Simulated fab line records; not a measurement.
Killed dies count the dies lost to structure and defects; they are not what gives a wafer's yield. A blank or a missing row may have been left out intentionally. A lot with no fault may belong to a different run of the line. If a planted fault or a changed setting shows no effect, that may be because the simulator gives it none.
fab line records -- flow n5Finfet
[record] lots = 6, wafers = 18, lastDay = 18
route steps=1938 shown BEOL_M8@1358 PASSIVATION@1936
lots untouched by any fault: they come from a run of this same line in which no faults occurred
startH: hours from the record's first day to the start of the lot's first wafer shown -- waitH: hours since the lot's step before -- " the same as in the row above -- L1.1+2: a row that stands for several wafers -- - no value present, or no start provided -- * or withheld: withheld -- < > ~ a bound
route shown NAME@n: NAME is a module with steps in the file, n the number in the route of the first one -- usual: average and standard deviation across the fault-free wafers -- same: alike in all rows -- chamber/n: place in a boat -- sites: the reading at each site -- _std_site: their standard deviation -- _edge_site: inner sites' mean taken away from outer sites' mean -- radiusMm: for every site, how far away it sits from the centre of the wafer -- mask NAME#n: copy n -- behind: tool/chamber where the wafer was last shaped -- hold: the reason the lot was held/the length of the hold in hours/how it ended -- device: which transistor (n, p or np) failed to switch -- end of line: the tests these same wafers got at the end of their route -- for a step that has no rows: nothing shown but its recipe -- killed: the dies lost at the first sort to structure and to defects; this is not the yield of the wafer -- map: a wafer's dies, marking killed ones x, the rest . and places with no die _
set.NAME: setting as actually run; set.NAME@STEP: the setting as run at that earlier step -- model.NAME: the simulator's own value behind a step, which no gauge read
certain route steps with their lots: each step a table, each wafer a row
services: when a tool's chamber went out of use (startH, in hours from the record's first day, below 0 if earlier), for how many hours, and the reason
[[steps]]
[step N5_BEOL_M8_COAT_71]
[recipe] resist = underlayer, tempC = 205, timeS = 60, spinRpm = 1500, resistThkNm = 5
[step N5_BEOL_M8_COAT_22]
[recipe] resist = CAR-EUV, spinRpm = 1500, resistThkNm = 30
[step N5_BEOL_M8_EBR_24]
[recipe] solvent = PGMEA, ebrWidthMm = 1.5
[step N5_BEOL_M8_SOFTBAKE_23]
[recipe] tempC = 110, timeS = 60, resist = CAR-EUV
[step N5_BEOL_M8_EXPOSE_25]
[recipe] maskId = V7, na = 0.33, sourceShape = annular, sigmaInner = 0.4, sigmaOuter = 0.8, polarization = unpolarized, targetCdNm = 40, doseMj = 42.5
[step N5_BEOL_M8_PEB_26]
[recipe] pebTempC = 100, pebTimeS = 60, resist = CAR-EUV
[step N5_BEOL_M8_DEVELOP_27]
[recipe] developTimeS = 30, developer = TMAH, resist = CAR-EUV, rinseLiquid = surfactantRinse, dry = airSpin, devTempC = 23
[step N5_BEOL_M8_CD_MEAS_28]
[recipe] targetCdNm = 40, landingEnergyEv = 500, detector = seInlens
[usual] cdNm = 39.97/0.24
[same] landingEnergyEv = 500
lot.wafer,tool,chamber,startH,waitH,cdNm
L990.2,cdSem-01,0,231.59,-,40.04
L990.4,cdSem-01,0,231.59,-,40.03
L990.5,cdSem-01,0,231.59,-,39.94
L996.3,cdSem-01,0,270.37,-,40.47
L996.5,cdSem-01,0,270.37,-,40.12
L996.6,cdSem-01,0,270.37,-,40.16
L997.3,cdSem-02,0,273.44,-,40.00
L997.4,cdSem-02,0,273.44,-,39.82
L997.5,cdSem-02,0,273.44,-,39.51
L108.1,cdSem-01,0,356.07,-,39.95
L108.5,cdSem-01,0,356.07,-,40.00
L108.6,cdSem-01,0,356.07,-,39.91
L109.1,cdSem-02,0,364.68,-,40.06
L109.5,cdSem-02,0,364.68,-,39.81
L109.6,cdSem-02,0,364.68,-,40.02
L110.1,cdSem-02,0,364.86,-,40.50
L110.3,cdSem-02,0,364.86,-,39.84
L110.6,cdSem-02,0,364.86,-,40.15
[step N5_BEOL_M8_OVL_MEAS_29]
[recipe] pointsPerWafer = 522
[usual] V7_OVL = 0.1/0.78
lot.wafer,tool,chamber,startH,waitH,V7_OVL[nm]
L990.2,overlay-02,0,231.63,0.0,-0.5
L990.4,overlay-02,0,231.63,0.0,0.7
L990.5,overlay-02,0,231.63,0.0,0.4
L996.3,overlay-01,0,270.41,0.0,-1.5
L996.5,overlay-01,0,270.41,0.0,-1.6
L996.6,overlay-01,0,270.41,0.0,-1.6
L997.3,overlay-01,0,273.48,0.0,0.8
L997.4,overlay-01,0,273.48,0.0,1.6
L997.5,overlay-01,0,273.48,0.0,1.3
L108.1,overlay-02,0,356.10,0.0,-0.6
L108.5,overlay-02,0,356.10,0.0,-1.0
L108.6,overlay-02,0,356.10,0.0,-0.4
L109.1,overlay-02,0,364.71,0.0,0.3
L109.5,overlay-02,0,364.71,0.0,-0.4
L109.6,overlay-02,0,364.71,0.0,0.4
L110.1,overlay-02,0,364.89,0.0,0.6
L110.3,overlay-02,0,364.89,0.0,0.3
L110.6,overlay-02,0,364.89,0.0,0.8
[step N5_BEOL_M8_INSPECT_30]
[recipe] mode = adi, inspectInstrument = brightfield
[usual] rawDefectCount = 425/100
lot.wafer,tool,chamber,startH,waitH,rawDefectCount
L990.2,defectInspect-02,-,231.68,0.0,457
L990.4,defectInspect-02,-,231.68,0.0,437
L990.5,defectInspect-02,-,231.68,0.0,493
L996.3,defectInspect-01,-,270.46,0.0,475
L996.5,defectInspect-01,-,270.46,0.0,451
L996.6,defectInspect-01,-,270.46,0.0,325
L997.3,defectInspect-02,-,273.52,0.0,419
L997.4,defectInspect-02,-,273.52,0.0,336
L997.5,defectInspect-02,-,273.52,0.0,619
L108.1,defectInspect-02,-,356.16,0.1,526
L108.5,defectInspect-02,-,356.16,0.1,534
L108.6,defectInspect-02,-,356.16,0.1,594
L109.1,defectInspect-01,-,364.77,0.1,311
L109.5,defectInspect-01,-,364.77,0.1,259
L109.6,defectInspect-01,-,364.77,0.1,394
L110.1,defectInspect-02,-,364.94,0.1,313
L110.3,defectInspect-02,-,364.94,0.1,436
L110.6,defectInspect-02,-,364.94,0.1,477
[step N5_BEOL_M8_DESCUM_33]
[recipe] chemistry = O2, timeS = 7, sourcePowerW = 50, biasPowerW = 20, pressureMtorr = 20, rfFrequencyHz = 2.712e+07, tempC = 40, resist = CAR-EUV, o2FlowSccm = 225
[usual] drypumpMotorCurrentA = 5.5/0.49, oesProductAu = 0.77/0.066, rfVppV = 243.8/1.2, showerheadPlenumPTorr = 2.13/0.06, throttleValvePct = 20.56/0.2
lot.wafer,tool,chamber,startH,waitH,drypumpMotorCurrentA,oesProductAu,rfHoursCounterH,rfVppV,showerheadPlenumPTorr,throttleValvePct
L990.2,rieDiel-05,0,231.77,0.1,6.2,0.82,94,242.7,2.04,20.81
L990.4,rieDiel-05,2,231.77,0.1,5.6,0.86,67,243.9,2.21,20.40
L990.5,rieDiel-05,1,231.77,0.1,5.7,0.83,-,240.8,2.03,20.45
L996.3,rieDiel-03,1,271.30,0.8,5.2,0.78,150,242.3,2.11,20.56
L996.5,rieDiel-03,3,271.30,0.8,6.3,0.96,-,244.3,2.25,20.49
L996.6,rieDiel-03,0,271.30,0.8,5.7,0.73,-,243.4,2.16,20.50
L997.3,rieDiel-01,3,273.56,0.0,5.4,0.69,217,243.4,2.14,20.36
L997.4,rieDiel-01,1,273.56,0.0,5.2,0.82,76,243.5,2.13,20.55
L997.5,rieDiel-01,0,273.56,0.0,6.4,0.79,-,242.7,2.09,20.21
L108.1,rieDiel-01,2,356.20,0.0,5.0,0.69,238,244.4,2.17,20.88
L108.5,rieDiel-01,0,356.20,0.0,6.3,0.77,-,243.4,2.08,20.24
L108.6,rieDiel-01,1,356.20,0.0,5.2,0.80,-,244.0,2.12,20.58
L109.1,rieDiel-01,1,364.80,0.0,5.2,0.80,108,243.7,2.12,20.58
L109.5,rieDiel-01,2,364.80,0.0,4.9,0.68,-,243.5,2.17,20.87
L109.6,rieDiel-01,1,364.80,0.0,5.2,0.79,-,244.0,2.12,20.59
L110.1,rieDiel-05,1,364.98,0.0,5.6,0.78,134,241.7,2.02,20.52
L110.3,rieDiel-05,2,364.98,0.0,5.6,0.79,119,244.5,2.19,20.49
L110.6,rieDiel-05,0,364.98,0.0,6.2,0.78,-,241.5,2.03,20.87
[step N5_BEOL_M8_ETCH_72]
[recipe] chemistry = N2/H2, target = underlayer, targetDepthA = 65, maskMaterial = CAR-EUV, timeS = 5.2, ionEnergyEv = 200, pressureMtorr = 30, sourceW = 840, biasW = 150, n2FlowSccm = 200, h2FlowSccm = 200, ends = cleared
[usual] drypumpMotorCurrentA = 5.5/0.5, etchRfOnTimeS = 5.17/0.14, oesProductAu = 0.66/0.054, rfVppV = 525.2/2.3, showerheadPlenumPTorr = 2.59/0.074, throttleValvePct = 17.97/0.093
lot.wafer,tool,chamber,startH,waitH,drypumpMotorCurrentA,etchRfOnTimeS,oesProductAu,rfHoursCounterH,rfVppV,showerheadPlenumPTorr,throttleValvePct
L990.2,rieDiel-05,0,231.80,0.0,6.2,5.31,0.68,94,523.7,2.45,17.99
L990.4,rieDiel-05,2,231.80,0.0,5.6,4.83,0.74,67,528.3,2.70,17.96
L990.5,rieDiel-05,1,231.80,0.0,5.7,5.10,0.71,-,523.7,2.48,18.03
L996.3,rieDiel-03,1,271.34,0.0,5.3,5.26,0.65,150,523.5,2.56,18.03
L996.5,rieDiel-03,3,271.34,0.0,6.4,5.00,0.82,-,529.9,2.72,17.83
L996.6,rieDiel-03,0,271.34,0.0,5.7,5.10,0.61,-,527.4,2.65,18.04
L997.3,rieDiel-01,3,273.59,0.0,5.4,5.13,0.59,217,524.4,2.62,17.93
L997.4,rieDiel-01,1,273.59,0.0,5.2,5.13,0.69,76,524.7,2.58,17.82
L997.5,rieDiel-01,0,273.59,0.0,6.3,5.31,0.65,-,524.7,2.57,17.86
L108.1,rieDiel-01,2,356.23,0.0,4.9,5.22,0.58,238,525.8,2.59,18.07
L108.5,rieDiel-01,0,356.23,0.0,6.4,5.33,0.64,-,522.2,2.56,17.89
L108.6,rieDiel-01,1,356.23,0.0,5.2,5.25,0.68,-,522.6,2.56,17.86
L109.1,rieDiel-01,1,364.84,0.0,5.3,5.18,0.68,108,524.2,2.56,17.87
L109.5,rieDiel-01,2,364.84,0.0,4.9,5.21,0.58,-,527.1,2.59,18.09
L109.6,rieDiel-01,1,364.84,0.0,5.3,5.16,0.67,-,522.3,2.56,17.86
L110.1,rieDiel-05,1,365.01,0.0,5.7,5.08,0.67,134,523.1,2.46,18.10
L110.3,rieDiel-05,2,365.01,0.0,5.6,4.93,0.69,119,526.6,2.68,18.04
L110.6,rieDiel-05,0,365.01,0.0,6.2,5.39,0.64,-,522.0,2.44,18.06
[step N5_BEOL_M8_ETCH_65]
[recipe] chemistry = CF4, target = SiARC, targetDepthA = 156, maskMaterial = CAR-EUV, timeS = 26, ionEnergyEv = 80, pressureMtorr = 40, sourceW = 545, biasW = 36, Ar_flow_sccm = 100, cf4FlowSccm = 100, ends = cleared
[usual] drypumpMotorCurrentA = 5.5/0.49, etchRfOnTimeS = 25.9/0.69, oesProductAu = 0.66/0.056, rfVppV = 184.6/1.1, showerheadPlenumPTorr = 2.18/0.064, throttleValvePct = 15.70/0.17
lot.wafer,tool,chamber,startH,waitH,drypumpMotorCurrentA,etchRfOnTimeS,oesProductAu,rfHoursCounterH,rfVppV,showerheadPlenumPTorr,throttleValvePct
L990.2,rieDiel-05,0,231.82,0.0,6.1,26.7,0.68,94,184.1,2.07,15.76
L990.4,rieDiel-05,2,231.82,0.0,5.6,24.6,0.74,67,184.1,2.26,15.62
L990.5,rieDiel-05,1,231.82,0.0,5.7,25.3,0.71,-,183.6,2.07,15.52
L996.3,rieDiel-03,1,271.36,0.0,5.2,26.5,0.66,150,185.5,2.14,15.64
L996.5,rieDiel-03,3,271.36,0.0,6.3,25.0,0.83,-,185.4,2.29,15.59
L996.6,rieDiel-03,0,271.36,0.0,5.7,25.3,0.63,-,185.9,2.21,15.69
L997.3,rieDiel-01,3,273.61,0.0,5.3,25.9,0.59,217,185.5,2.21,15.75
L997.4,rieDiel-01,1,273.61,0.0,5.2,25.6,0.71,76,183.9,2.15,15.48
L997.5,rieDiel-01,0,273.61,0.0,6.4,26.4,0.66,-,183.2,2.15,15.46
L108.1,rieDiel-01,2,356.25,0.0,4.9,16.5,0.78,238,185.1,2.19,16.03
L108.5,rieDiel-01,0,356.25,0.0,6.4,26.6,0.64,-,184.0,2.14,15.53
L108.6,rieDiel-01,1,356.25,0.0,5.2,16.6,0.89,-,183.5,2.14,15.57
L109.1,rieDiel-01,1,364.85,0.0,5.2,16.2,0.90,108,183.7,2.14,15.56
L109.5,rieDiel-01,2,364.85,0.0,5.0,25.8,0.59,-,185.9,2.19,16.02
L109.6,rieDiel-01,1,364.85,0.0,5.2,16.3,0.90,-,182.8,2.14,15.57
L110.1,rieDiel-05,1,365.03,0.0,5.7,25.2,0.68,134,184.6,2.05,15.61
L110.3,rieDiel-05,2,365.03,0.0,5.6,24.8,0.68,119,183.9,2.24,15.71
L110.6,rieDiel-05,0,365.03,0.0,6.2,26.5,0.65,-,183.2,2.06,15.86
[step N5_BEOL_M8_ETCH_66]
[recipe] chemistry = N2/H2, target = SOC, targetDepthA = 800, overetchA = 160, maskMaterial = SiARC, tempC = 40, timeS = 120, ionEnergyEv = 200, pressureMtorr = 30, sourceW = 840, biasW = 150, n2FlowSccm = 200, h2FlowSccm = 200
[usual] drypumpMotorCurrentA = 5.5/0.5, oesProductAu = 0.59/0.045, rfVppV = 525.1/2.2, showerheadPlenumPTorr = 2.59/0.074, throttleValvePct = 17.93/0.093
lot.wafer,tool,chamber,startH,waitH,drypumpMotorCurrentA,oesProductAu,rfHoursCounterH,rfVppV,showerheadPlenumPTorr,throttleValvePct
L990.2,rieDiel-05,0,231.85,0.0,6.2,0.62,94,522.5,2.45,17.94
L990.4,rieDiel-05,2,231.85,0.0,5.6,0.64,67,528.4,2.70,17.89
L990.5,rieDiel-05,1,231.85,0.0,5.7,0.63,-,521.3,2.48,17.99
L996.3,rieDiel-03,1,271.38,0.0,5.3,0.59,150,524.6,2.56,17.99
L996.5,rieDiel-03,3,271.38,0.0,6.3,0.72,-,529.2,2.72,17.79
L996.6,rieDiel-03,0,271.38,0.0,5.7,0.55,-,525.8,2.65,17.99
L997.3,rieDiel-01,3,273.63,0.0,5.3,0.53,217,524.9,2.62,17.86
L997.4,rieDiel-01,1,273.63,0.0,5.2,0.63,76,525.7,2.58,17.77
L997.5,rieDiel-01,0,273.63,0.0,6.4,0.59,-,523.8,2.57,17.82
L108.1,rieDiel-01,2,356.28,0.0,5.0,0.53,238,526.4,2.59,18.04
L108.5,rieDiel-01,0,356.28,0.0,6.4,0.58,-,523.1,2.56,17.89
L108.6,rieDiel-01,1,356.28,0.0,5.2,0.60,-,523.4,2.56,17.82
L109.1,rieDiel-01,1,364.88,0.0,5.2,0.60,108,522.2,2.56,17.81
L109.5,rieDiel-01,2,364.88,0.0,5.0,0.53,-,524.9,2.59,18.03
L109.6,rieDiel-01,1,364.88,0.0,5.2,0.60,-,525.3,2.56,17.82
L110.1,rieDiel-05,1,365.06,0.0,5.7,0.59,134,520.1,2.46,18.07
L110.3,rieDiel-05,2,365.06,0.0,5.6,0.59,119,527.4,2.68,18.00
L110.6,rieDiel-05,0,365.06,0.0,6.2,0.59,-,522.2,2.44,18.03
[step N5_PASSIVATION_PROBE_49]
[usual] defectLimitedYield = 91.7/1.5, killed_at_M0_to_M3 = 32/10, killed_at_M4_up = 14/5.3, killedAtContacts = 13/5.7, killedAtFrontEnd = 37/10, killedAtOther = 3.3/2.5, killedDies = 98/18, killedOpen = 65/13, killedShort = 31/7.5, sort_bin_5_function = 4.9/0.91, sort_bin_6_memory = 3.1/0.71, sort_bin_8_speed = 0.00/0.017, sortNPass = 1082/18
[same] grossDies = 1180, killedAtBackSide = 0, sort_bin_4_leakage[%] = 0
lot.wafer,tool,chamber,startH,waitH,defectLimitedYield[%],killed_at_M0_to_M3,killed_at_M4_up,killedAtContacts,killedAtFrontEnd,killedAtOther,killedDies,killedOpen,killedShort,sort_bin_5_function[%],sort_bin_6_memory[%],sort_bin_8_speed[%],sortNPass
L990.2,prober-01,-,300.43,0.1,92.3,28,14,6,39,4,91,57,27,4.7,2.1,0,1089
L990.4,prober-01,-,300.53,0.2,94.5,18,4,12,29,2,65,46,19,3.1,2.4,0,1115
L990.5,prober-01,-,300.58,0.2,92.5,24,11,11,41,2,89,63,19,4.1,2.8,0,1091
L996.3,prober-01,-,342.19,0.1,92.4,34,11,9,34,2,90,57,33,4.8,2.6,0,1090
L996.5,prober-01,-,342.29,0.2,90.3,62,14,13,24,2,115,70,45,4.9,4.6,0,1065
L996.6,prober-01,-,342.34,0.3,92.3,27,18,10,35,1,91,54,36,4.6,2.9,0,1089
L108.1,prober-02,-,428.47,0.0,91.4,26,21,8,42,4,101,69,32,5.4,2.7,0,1079
L108.5,prober-02,-,428.67,0.2,90.1,26,12,8,66,5,117,79,33,6.4,2.7,0,1063
L108.6,prober-02,-,428.72,0.3,90.7,39,12,12,35,12,110,79,31,5.8,3.1,0,1070
L109.1,prober-02,-,434.58,0.0,89.7,33,25,11,44,8,121,83,38,5.8,4.0,0,1059
L109.5,prober-02,-,434.78,0.2,90.3,23,18,15,58,1,115,78,37,5.6,3.8,0,1065
L109.6,prober-02,-,434.83,0.3,90.4,34,16,11,45,7,113,63,50,5.6,3.7,0,1067
// killed by level:class
L990.2 BEOL_M0_SAQP:geometricParticle:open=8 FIN_SAQP:geometricParticle:short=7 DUMMY_GATE:geometricParticle:open=7 BEOL_M0_SAQP:geometricParticle:short=7 BEOL_M4:geometricParticle:open=7 FIN_SAQP:geometricParticle:open=6 HKMG_FIN:areaEtch=6 BEOL_M2:geometricParticle:open=5
L990.4 MOL_CONTACT_COAG:geometricParticle:open=11 BEOL_M0_SAQP:geometricParticle:open=8 STI_FIN_REVEAL:geometricParticle:open=7 BEOL_M1:geometricParticle:open=5 BEOL_M0_SAQP:geometricParticle:short=4 DUMMY_GATE:geometricParticle:short=3 DUMMY_GATE:geometricParticle:open=3 FIN_SAQP:geometricParticle:open=2
L990.5 MOL_CONTACT_COAG:geometricParticle:open=10 STI_FIN_REVEAL:geometricParticle:open=7 HKMG_FIN:areaEtch=7 BEOL_M0_SAQP:geometricParticle:short=6 BEOL_M2:geometricParticle:open=6 BEOL_M4:geometricParticle:open=6 FIN_SAQP:geometricParticle:open=5 DUMMY_GATE:geometricParticle:open=5
L996.3 FIN_SAQP:geometricParticle:open=14 MOL_CONTACT_COAG:geometricParticle:open=9 BEOL_M0_SAQP:geometricParticle:short=7 BEOL_M0_SAQP:geometricParticle:open=6 BEOL_M3:geometricParticle:short=5 FIN_SAQP:geometricParticle:short=4 BEOL_M1:geometricParticle:open=4 BEOL_M2:geometricParticle:open=4
L996.5 BEOL_M0_SAQP:geometricParticle:short=17 BEOL_M0_SAQP:geometricParticle:open=17 MOL_CONTACT_COAG:geometricParticle:open=10 BEOL_M3:geometricParticle:short=9 STI_FIN_REVEAL:geometricParticle:open=7 BEOL_M2:geometricParticle:open=5 BEOL_M3:geometricParticle:open=5 BEOL_M4:geometricParticle:open=5
L996.6 FIN_SAQP:geometricParticle:short=11 FIN_SAQP:geometricParticle:open=9 MOL_CONTACT_COAG:geometricParticle:open=5 MOL_CONTACT_COAG:geometricParticle:short=5 BEOL_M0_SAQP:geometricParticle:open=5 BEOL_M1:geometricParticle:open=5 BEOL_M2:geometricParticle:open=5 BEOL_M3:geometricParticle:short=4
L108.1 STI_FIN_REVEAL:geometricParticle:open=9 FIN_SAQP:geometricParticle:open=7 BEOL_M3:geometricParticle:open=6 BEOL_M1:geometricParticle:open=6 FIN_CUT:geometricParticle:short=5 DUMMY_GATE:geometricParticle:open=5 MOL_CONTACT_COAG:geometricParticle:open=5 FIN_SAQP:geometricParticle:short=4
L108.5 STI_FIN_REVEAL:geometricParticle:open=25 DUMMY_GATE:geometricParticle:open=12 STI_FIN_REVEAL:geometricParticle:short=8 MOL_CONTACT_COAG:geometricParticle:open=7 BEOL_M2:geometricParticle:open=7 BEOL_M1:geometricParticle:open=5 BEOL_M3:geometricParticle:short=4 BEOL_M5:geometricParticle:open=4
L108.6 STI_FIN_REVEAL:geometricParticle:open=19 BEOL_M2:geometricParticle:open=18 MOL_CONTACT_COAG:geometricParticle:open=9 BEOL_M2:geometricParticle:short=7 PASS1_CAP:geometricParticle:open=6 BEOL_M4:geometricParticle:open=5 GATE_CUT:geometricParticle:short=4 BEOL_M0_SAQP:geometricParticle:open=4
L109.1 FIN_SAQP:geometricParticle:open=21 BEOL_M0_SAQP:geometricParticle:open=11 BEOL_M0_SAQP:geometricParticle:short=10 BEOL_M5:geometricParticle:open=10 MOL_CONTACT_COAG:geometricParticle:open=7 BEOL_M2:geometricParticle:open=7 FIN_SAQP:geometricParticle:short=6 GATE_CUT:geometricParticle:short=6
L109.5 FIN_SAQP:geometricParticle:open=18 MOL_CONTACT_COAG:geometricParticle:open=13 STI_FIN_REVEAL:geometricParticle:open=9 FIN_SAQP:geometricParticle:short=8 GATE_CUT:geometricParticle:short=7 BEOL_M4:geometricParticle:short=6 BEOL_M0_SAQP:geometricParticle:open=6 BEOL_M2:geometricParticle:open=5
L109.6 BEOL_M0_SAQP:geometricParticle:short=11 BEOL_M0_SAQP:geometricParticle:open=11 FIN_SAQP:geometricParticle:short=9 FIN_SAQP:geometricParticle:open=8 BEOL_M4:geometricParticle:open=8 GATE_CUT:geometricParticle:short=7 GATE_CUT:geometricParticle:open=6 MOL_CONTACT_COAG:geometricParticle:short=6
[[services]]
tool,chamber,startH,hours,kind
rieDiel-03,3,216.77,-,clean
rieDiel-03,3,216.77,-,consumableReplace:focusRing
rieDiel-03,3,216.77,-,consumableReplace:showerhead
rieDiel-03,3,216.77,18.6,scheduledDown
rieDiel-03,3,216.77,18.6,ventCycle
rieDiel-01,0,228.17,6.0,repair
rieDiel-01,-,238.12,15.6,pm
rieDiel-01,1,263.76,3.0,repair
rieDiel-05,1,270.84,14.1,repair
rieDiel-01,-,322.39,0.2,repair
rieDiel-03,1,336.08,13.1,repair
[[key]]
[firstSign] step = N5_BEOL_M8_ETCH_65, reading = etchRfOnTimeS, direction = down, sigmas = 14, usual = *, struck = *
[effect] step = N5_BEOL_M8_ETCH_65, reading = oesProductAu, direction = up, sigmas = 3.7, usual = 0.66, struck = 0.86
metAt N5_BEOL_M8_ETCH_65
struckWafers L108.1,L108.6,L109.1,L109.6
onsetBetween 273.61 356.25
[fault] kind = processParameterDrift, tool = rieDiel-01, chamber = -, onsetH = 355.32, steps = N5_BEOL_M8_ETCH_65, channel = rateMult, offset = 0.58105, shape = step, endH = 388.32, scope = struckWafersOnly
